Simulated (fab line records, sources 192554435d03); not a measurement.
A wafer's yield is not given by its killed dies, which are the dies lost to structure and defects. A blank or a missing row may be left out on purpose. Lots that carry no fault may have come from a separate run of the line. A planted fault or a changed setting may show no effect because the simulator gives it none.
Which tool was responsible? + flow n5 finfet + 25 wafers from 9 lots sampled at 2 of the route's 1938 steps

## WHAT THE GAUGES SHOWED, per wafer
N5_BEOL_M4_RC_MEAS_101.
| lot  | measured     | on        | DIBL_N (mV/V)  |
|------|--------------|-----------|----------------|
| L119 | day 7 18:29  | prober-02 | 40.1 35.0 37.9 |
| L123 | day 8 17:33  | prober-01 | 39.1 34.7 33.8 |
| L124 | day 9 00:05  | prober-01 | 37.5 38.7 39.7 |
| L128 | day 10 02:48 | prober-02 | 34.4 35.4 32.6 |
| L129 | day 10 07:31 | prober-01 | 32.1 36.3 36.9 |
| L132 | day 11 02:44 | prober-01 | 40.5 42.0 40.0 |
| L135 | day 12 03:55 | prober-01 | 34.9 40.3      |
| L138 | day 12 15:58 | prober-01 | 36.6           |
| L139 | day 12 19:21 | prober-02 | 37.9 35.5      |

## WHICH TOOL RAN EACH LOT (tool, then ch and the chambers of the sampled wafers, then the start)
| lot  | N5_BEOL_M0_SAQP_HM_DEP_02    |
|------|------------------------------|
| L119 | pvd sputter-03, day 5 15:26  |
| L123 | pvd sputter-03, day 6 14:14  |
| L124 | pvd sputter-03, day 6 15:08  |
| L128 | pvd sputter-03, day 7 19:31  |
| L129 | pvd sputter-03, day 7 23:13  |
| L132 | pvd sputter-01, day 8 20:02  |
| L135 | pvd sputter-02, day 9 15:22  |
| L138 | pvd sputter-03, day 10 06:51 |
| L139 | pvd sputter-03, day 10 10:13 |
- N5_BEOL_M0_SAQP_HM_DEP_02: deposits TiN, target thk 12 nm.

## THE ANSWER, worked out from the rows above alone
Rule: what is usual is taken from the lots themselves. The widest of any qualifying gaps counts: lots, ordered by their means at a reading, are off when they make up no more than a third of the lots, leave a main group of 4 or more, and stand apart from it by 3 or more times the standard deviation of that group's means. If all means in a main group match to the digits the tables above print for the reading, that group is not used. A lot without any number at a reading at which 4 lots or more have one is off too. The other lots that the step has rows for count as sound.
None of the lots is off at any reading shown; this tells nothing.

## WHAT WAS PUT IN BY THE SIMULATOR
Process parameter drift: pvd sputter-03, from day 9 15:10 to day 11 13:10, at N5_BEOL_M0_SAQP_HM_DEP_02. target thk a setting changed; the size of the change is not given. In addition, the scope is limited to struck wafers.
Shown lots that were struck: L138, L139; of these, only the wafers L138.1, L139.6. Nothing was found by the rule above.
